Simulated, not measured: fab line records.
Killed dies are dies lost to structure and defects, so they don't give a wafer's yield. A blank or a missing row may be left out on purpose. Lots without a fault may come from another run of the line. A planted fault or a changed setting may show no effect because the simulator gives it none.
Split-lot trial + flow n5Finfet + route with 1938 steps; 7 lots, 21 wafers read

== ABOUT THE SPLIT ==
At N5_BEOL_M5_COAT_05 (resist thk 30 nm), the setting spinRpm was moved away from the recipe's 1500 rpm on 8 of the 21 wafers read, by -9.1% to +10.1%. The other wafers ran this setting at the recipe's value.

The reading comes from the split's own step.

== THE READING ==
CAR-EUV_of_BEOL_M5_COAT_05.thkNm (the simulator's own value, which no gauge read), in nm, at N5_BEOL_M5_COAT_05 (resist thk 30 nm). The file gives no usual value for it. Across the 13 wafers here that went through the recipe, the average is 30.0 nm and the standard deviation 0.11 nm.

| wafer  | tool, chamber at the split | spinRpm as run, rpm | against the recipe | CAR-EUV_of_BEOL_M5_COAT_05.thkNm, nm | against lot-mates on the recipe |
|--------|----------------------------|---------------------|--------------------|--------------------------------------|---------------------------------|
| L077.2 | lithoTrack-04, 0           | 1500                | recipe             | 29.8                                 | -                               |
| L077.3 | lithoTrack-04, 0           | 1652                | +10.1%             | 28.4                                 | -1.4                            |
| L077.4 | lithoTrack-04, 0           | 1652                | +10.1%             | 28.4                                 | -1.4                            |
| L084.1 | lithoTrack-01, 0           | 1500                | recipe             | 30                                   | -                               |
| L084.2 | lithoTrack-01, 0           | 1500                | recipe             | 30                                   | -                               |
| L084.4 | lithoTrack-01, 0           | 1500                | recipe             | 30                                   | -                               |
| L086.2 | lithoTrack-02, 0           | 1500                | recipe             | 30.2                                 | -                               |
| L086.4 | lithoTrack-02, 0           | 1364                | -9.1%              | 31.6                                 | +1.4                            |
| L086.6 | lithoTrack-02, 0           | 1364                | -9.1%              | 31.6                                 | +1.4                            |
| L087.1 | lithoTrack-02, 0           | 1500                | recipe             | 30                                   | -                               |
| L087.2 | lithoTrack-02, 0           | 1500                | recipe             | 30                                   | -                               |
| L087.6 | lithoTrack-02, 0           | 1607                | +7.1%              | 29                                   | -1.0                            |
| L093.4 | lithoTrack-04, 0           | 1500                | recipe             | 30.2                                 | -                               |
| L093.5 | lithoTrack-04, 0           | 1500                | recipe             | 30                                   | -                               |
| L093.6 | lithoTrack-04, 0           | 1500                | recipe             | 30                                   | -                               |
| L096.2 | lithoTrack-01, 0           | 1652                | +10.1%             | 28.6                                 | -1.4                            |
| L096.4 | lithoTrack-01, 0           | 1652                | +10.1%             | 28.4                                 | -1.6                            |
| L096.6 | lithoTrack-01, 0           | 1500                | recipe             | 30                                   | -                               |
| L097.1 | lithoTrack-02, 0           | 1500                | recipe             | 30                                   | -                               |
| L097.3 | lithoTrack-02, 0           | 1500                | recipe             | 30.2                                 | -                               |
| L097.4 | lithoTrack-02, 0           | 1569                | +4.6%              | 29.6                                 | -0.5                            |

FIT RESULTS
A straight line over all 21 wafers: CAR-EUV_of_BEOL_M5_COAT_05.thkNm changes by -0.159 nm for each +1% of spinRpm; r = -0.99; the points scatter about the line by 0.12 nm.
The same after taking each lot's own level away (the mean of its wafers on the recipe; 21 wafers): -0.146 nm for each +1%; r = -1.00; scatter 0.077 nm.
On that fit, the largest move of spinRpm shifts the reading by 1.5 nm.
The span of the lots' own levels, 29.80 to 30.20 nm, comes to 3.8 times the standard deviation stated above.
So the lot-to-lot level changes the slope little: the two slopes agree.
Check: -1.47 nm against its lot-mates is what the line predicts for one of the wafers moved furthest among these (+10.1%) when that wafer is left out of the fit. Against them it came out at -1.4 nm.

== THESE WAFERS: OTHER SPLITS ==
Note: prior to the reading, these wafers also went through further splits. Each is held against what the fit with the lots' levels taken away leaves over:
| other split on the same wafers | wafers away from the commonest value | r with CAR-EUV_of_BEOL_M5_COAT_05.thkNm (lot level and that fit taken away) |
|--------------------------------|--------------------------------------|-----------------------------------------------------------------------------|
| N5_BEOL_M2_COAT_67 spinRpm     | 4                                    | +0.07                                                                       |
| N5_BEOL_M4_DESCUM_16 timeS     | 7                                    | +0.06                                                                       |
| N5_BEOL_M4_COAT_67 spinRpm     | 3                                    | +0.29                                                                       |

== FILE'S OWN FIT ==
CAR-EUV_of_BEOL_M5_COAT_05.thkNm changes by -0.143 nm for each +1% of spinRpm, r = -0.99.
